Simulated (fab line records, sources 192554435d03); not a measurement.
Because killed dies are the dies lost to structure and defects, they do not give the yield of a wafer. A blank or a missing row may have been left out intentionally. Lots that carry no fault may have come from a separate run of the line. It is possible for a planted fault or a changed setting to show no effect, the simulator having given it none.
A lot that was struck, set against a sound lot    flow n5Finfet    13 steps out of a route of 1938
Sound: these wafers, L116.1, L116.2, L116.3. Struck: wafer L124.4 (left out: L124.1, a lot-mate that was not struck); the cause follows at the end.
At each step with rows: each side's tool, then ch and its chambers, then its first start. Under that, the readings that differ: sound wafers    struck wafers    difference of the means    sigmas: that difference in standard deviations of wafers without a fault.
alike: words and numbers the same on both sides, and readings whose means are apart by under 2 such deviations; not compared: readings that were withheld, readings missing a value for some wafer, numbers with overlapping values and no deviation given by the record, and bounds like >300 which may hide the same value.
Wherever a step has rows on one side only, a row that says differs or no value, or a row with sigmas, the two part there. Non-overlapping numbers with no deviation appear without sigmas and do not part them. Lack of a reading on every wafer of one side parts them only where that side has two or more wafers.

first, 2 steps without rows for these wafers: N5_BEOL_M15_DEVELOP_27 (develop time 45 s); N5_BEOL_M15_HARDBAKE_32 (time 120 s).
N5_BEOL_M15_CD_MEAS_28: the cd target is 407.6 nm.
  sound on cdSem-02 ch 0, day 12 07:50; struck on cdSem-03 ch 0, day 14 12:41
reading    sound              struck  difference  sigmas
cdNm (nm)  405.6 406.5 406.0  412.6   +6.6        +3
N5_BEOL_M15_OVL_MEAS_29:
  sound on overlay-02 ch 0, day 12 07:52; struck on overlay-01 ch 0, day 14 12:43
  alike: M15_OVL
N5_BEOL_M15_INSPECT_30: inspects for defects (macro).
  sound on defectInspect-01 at day 12 07:53; struck on defectInspect-01 at day 14 12:44
reading         sound  struck  difference  sigmas
rawDefectCount  2 1 2  5       +3          +3
then, 1 step without rows for these wafers: N5_BEOL_M15_DESCUM_33 (chemistry O2, time 7.9 s).
N5_BEOL_M15_ETCH_61: etches BARC in N2/H2, target depth 89 nm, overetch 26.7 nm, time 67.9 s.
  sound on rieDiel-03 ch 0,2,3, day 12 07:57; struck on rieDiel-03 ch 0, day 14 12:48
reading              sound        struck  difference  sigmas
rfHoursCounterH (h)  118 193 194  211     +43         
  alike: drypumpMotorCurrentA, oesProductAu, rfFwdPowerW, rfVppV, showerheadPlenumPTorr, throttleValvePct
N5_BEOL_M15_TRENCH_ETCH_34: etches SiO2 in C4F8/O2/Ar, target depth 872.93 nm, time 199 s.
  sound on rieDiel-03 ch 0,2,3, day 12 08:00; struck on rieDiel-03 ch 0, day 14 12:52
reading              sound           struck  difference  sigmas
rfFwdPowerW (W)      1902 1901 1906  1891    -12         -2
rfHoursCounterH (h)  118 194 194     211     +42         
  alike: drypumpMotorCurrentA, oesProductAu, rfVppV, showerheadPlenumPTorr, throttleValvePct
N5_BEOL_M15_STRIP_36: strips in O2.
  sound on rieDiel-06 ch 1,2,3, day 12 08:28; struck on rieDiel-06 ch 1, day 14 14:51
reading     sound        struck  difference  sigmas
rfVppV (V)  5.6 2.7 4.2  1.8     -2.4        -2
  alike: drypumpMotorCurrentA, oesProductAu, showerheadPlenumPTorr, throttleValvePct
  not compared: rfHoursCounterH
N5_BEOL_M15_STRIP_62: strips in O2.
  sound on rieDiel-06 ch 1,2,3; struck on rieDiel-06 ch 1
  alike: drypumpMotorCurrentA, oesProductAu, rfVppV, showerheadPlenumPTorr, throttleValvePct
  not compared: rfHoursCounterH
N5_BEOL_M15_STRIP_37: strips in O2.
  sound on rieDiel-06 ch 1,2,3; struck on rieDiel-06 ch 1
  alike: drypumpMotorCurrentA, oesProductAu, rfVppV, showerheadPlenumPTorr, throttleValvePct
  not compared: rfHoursCounterH
N5_BEOL_M15_ETCH_38: etches SiCN in CF4/N2, target depth 106.4 nm, time 120.5 s.
  sound on rieDiel-06 ch 1,2,3, day 12 08:35; struck on rieDiel-06 ch 1, day 14 14:58
reading                  sound              struck  difference  sigmas
oesProductAu (a.u.)      0.75 0.79 0.71     0.92    +0.17       +3
rfFwdPowerW (W)          430.5 427.4 430.9  426.2   -3.4        -3
model.etch.depthNm (nm)  95.15 99.02 93.14  129.9   +34.1       
  alike: drypumpMotorCurrentA, rfVppV, showerheadPlenumPTorr, throttleValvePct
  not compared: rfHoursCounterH
then, 1 step without rows for these wafers: N5_BEOL_M15_PRECLEAN_39 (cleans in residue remover, time 60 s).

WHERE THEY PART
Earliest at N5_BEOL_M15_CD_MEAS_28; latest, in this record, at N5_BEOL_M15_ETCH_38.

WHY: what had been put in by the simulator
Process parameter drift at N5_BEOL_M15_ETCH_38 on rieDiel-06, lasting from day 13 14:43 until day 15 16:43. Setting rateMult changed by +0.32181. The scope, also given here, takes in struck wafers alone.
